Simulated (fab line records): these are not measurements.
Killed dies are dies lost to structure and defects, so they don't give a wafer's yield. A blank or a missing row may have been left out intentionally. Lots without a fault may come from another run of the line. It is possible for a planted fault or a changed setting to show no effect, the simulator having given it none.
Struck lot and sound lot, side by side || flow n5_finfet || 37 steps out of a route of 1938
Sound: these wafers, L516.1, L516.5, L516.6. Struck: wafer L518.1 (left out: L518.2, L518.3 of the same lot, which were not struck); the cause appears at the end.
For every step that has rows: the tool of each side, followed by ch and its chambers, followed by its first start. Under that, the readings that differ: sound wafers || struck wafers || difference of the means || sigmas: that difference in standard deviations of wafers without a fault.
alike: a reading whose means differ by less than 2 such deviations, as well as words and numbers matching on both sides. not compared: withheld readings; readings where some wafer has no value; bounds like >300 that might hide an equal value; numbers whose values overlap and for which the record gives no deviation.
Wherever a step has rows on one side only, a row that says differs or no value, or a row with sigmas, the two part there. Non-overlapping numbers with no deviation appear without sigmas and do not part them. A reading that every wafer of one side lacks parts them only if that side has two wafers or more.

first, 9 steps without rows for these wafers: N5_BEOL_M4_ANNEAL_95 (time 240 s); N5_BEOL_M4_SPUTTER_96 (material Cu, target thk 4.5 nm, time 8.29 s); N5_BEOL_M4_ECD_50 (material Cu, target thk 300 nm); N5_BEOL_M4_ANNEAL_51 (time 90 s); N5_BEOL_M4_CMP_52 (polishes, stops on SiOC, t overpolish 6.8 s, target thk 40 nm); N5_BEOL_M4_PRE_CLEAN_60 (time 15 s); N5_BEOL_M4_CO_CAP_55 (material Co, precursor CCTBA/H2, target thk 2 nm, time 102.1 s); N5_BEOL_M4_PRE_CLEAN_56 (time 15 s); N5_BEOL_M4_DEP_57 (deposits SiCN from 3MS/NH3, target thk 8 nm, time 14 s).
N5_BEOL_M4_RC_MEAS_101:
  sound on prober-02 ch 0, day 11 09:07; struck on prober-01 ch 0, day 11 14:29
  alike: DIBL_N, DIBL_P, IOFF_N, IOFF_P, ION_N, ION_P, SS_N, SS_P, VT_N, VT_P
then, 24 steps without rows for these wafers: N5_BEOL_M5_ILD_DEP_00 (deposits SiCOH lowk from DEMS/porogen, target thk 140.64 nm, time 25.9 s); N5_BEOL_M5_CURE_79 (cures SiCOH lowk, time 240 s); N5_BEOL_M5_PECVD_70 (deposits SiO2 from TEOS/O2, target thk 16 nm, time 18 s); N5_BEOL_M5_HM_DEP_02 (deposits TiN, target thk 20 nm); N5_BEOL_M5_COAT_59 (time 60 s, resist thk 60 nm); N5_BEOL_M5_COAT_60 (time 60 s, resist thk 12 nm); N5_BEOL_M5_COAT_71 (time 60 s, resist thk 5 nm); N5_BEOL_M5_COAT_05 (resist thk 30 nm); N5_BEOL_M5_EBR_07; N5_BEOL_M5_SOFTBAKE_06 (time 60 s); N5_BEOL_M5_EXPOSE_08 (exposes mask M5, target cd 28 nm); N5_BEOL_M5_PEB_09 (peb time 60 s); N5_BEOL_M5_DEVELOP_10 (develop time 30 s); N5_BEOL_M5_DESCUM_16 (chemistry O2, time 7 s); N5_BEOL_M5_ETCH_72 (etches underlayer in N2/H2, target depth 6.5 nm, time 5.2 s); N5_BEOL_M5_ETCH_61 (etches SiARC in CF4, target depth 15.6 nm, time 26 s); N5_BEOL_M5_ETCH_62 (etches SOC in N2/H2, target depth 75 nm, overetch 15 nm, time 112.5 s); N5_BEOL_M5_STRIP_63 (strips in N2/H2); N5_BEOL_M5_STRIP_73 (strips in N2/H2); N5_BEOL_M5_STRIP_64 (strips in CF4); N5_BEOL_M5_HM_OPEN_17 (chemistry Cl2/BCl3, target TiN, target depth 20 nm, overetch 6 nm); N5_BEOL_M5_STRIP_19 (strips in O2); N5_BEOL_M5_COAT_65 (time 60 s, resist thk 60 nm); N5_BEOL_M5_COAT_66 (time 60 s, resist thk 12 nm).
N5_BEOL_M7_ETCH_66: etches SOC in N2/H2, target depth 80 nm, overetch 16 nm, time 120 s.
  sound on rie_diel-01 ch 1,2, day 12 13:06; struck on rie_diel-01 ch 3, day 12 15:49
{"reading": "rf_vpp_V (V)", "sound": "527.4 526.7 521.5", "struck": 519.4, "difference": -5.8, "sigmas": -3}
{"reading": "throttle_valve_pct (%)", "sound": "17.79 17.78 18.05", "struck": 17.38, "difference": -0.49, "sigmas": -2}
{"reading": "model.etch.depth_nm (nm)", "sound": "59.62 59.68 59.78", "struck": 57.68, "difference": -2.01, "sigmas": ""}
{"reading": "model.SiARC_of_BEOL_M7_COAT_64.thk_nm (nm)", "sound": "6.4 6.6 6.2", "struck": 8.6, "difference": "+2.2", "sigmas": ""}
{"reading": "model.BEOL_M7.cd_nm (nm)", "sound": "40 40.2 40", "struck": 38.8, "difference": -1.3, "sigmas": ""}
  alike: bias_w, drypump_motor_current_A, oes_product_au, showerhead_plenum_p_Torr
  not compared: rf_hours_counter_h
N5_BEOL_M7_VIA_ETCH_34: etches SiCOH lowk in C4F6/O2, target depth 125.5 nm, time 50.5 s.
  sound on rie_diel-01 ch 1,2, day 12 13:12; struck on rie_diel-01 ch 3, day 12 15:55
{"reading": "throttle_valve_pct (%)", "sound": "20.98 20.96 21.15", "struck": 20.52, "difference": -0.51, "sigmas": -2}
{"reading": "model.BEOL_M7.cd_nm (nm)", "sound": "40 40.4 40", "struck": 38.8, "difference": -1.3, "sigmas": ""}
  alike: bias_w, drypump_motor_current_A, oes_product_au, rf_vpp_V, showerhead_plenum_p_Torr
  not compared: rf_hours_counter_h
-- record jumps: 4 days separate the struck wafers' starts on either side; left off in module BEOL_M7, taken up again in module PASSIVATION, whose first shown step is the route's number 1936 --
N5_PASSIVATION_PROBE_49:
  sound: prober-02 at day 16 15:42; struck: prober-02 at day 16 16:45
{"reading": "defect_limited_yield (%)", "sound": "93.6 94.3 93.2", "struck": 82.4, "difference": -11.3, "sigmas": -8}
{"reading": "killed_at_M4_up", "sound": "16 11 6", "struck": 122, "difference": "+111", "sigmas": "+23"}
{"reading": "killed_dies", "sound": "75 67 80", "struck": 208, "difference": "+134", "sigmas": "+8"}
{"reading": "killed_on_rim", "sound": "8 8 15", "struck": 51, "difference": "+41", "sigmas": "+10"}
{"reading": "sort_bin_5_function (%)", "sound": "3.6 3.4 4.1", "struck": 14.4, "difference": "+10.7", "sigmas": "+11"}
{"reading": "sort_n_pass", "sound": "1105 1113 1100", "struck": 972, "difference": -134, "sigmas": -8}
{"reading": "sort_yield_pct (%)", "sound": "93.6 94.3 93.2", "struck": 82.4, "difference": -11.3, "sigmas": -8}
  alike: killed_at_M0_to_M3, killed_at_contacts, killed_at_front_end, killed_at_other, killed_open, killed_short, sort_bin_6_memory

== WHERE THEY PART ==
First at N5_BEOL_M7_ETCH_66; last, within this record, at N5_PASSIVATION_PROBE_49.

WHY: what had been put in by the simulator
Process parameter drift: rie_diel-01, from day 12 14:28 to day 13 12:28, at N5_BEOL_M7_ETCH_66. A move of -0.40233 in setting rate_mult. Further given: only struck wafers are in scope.
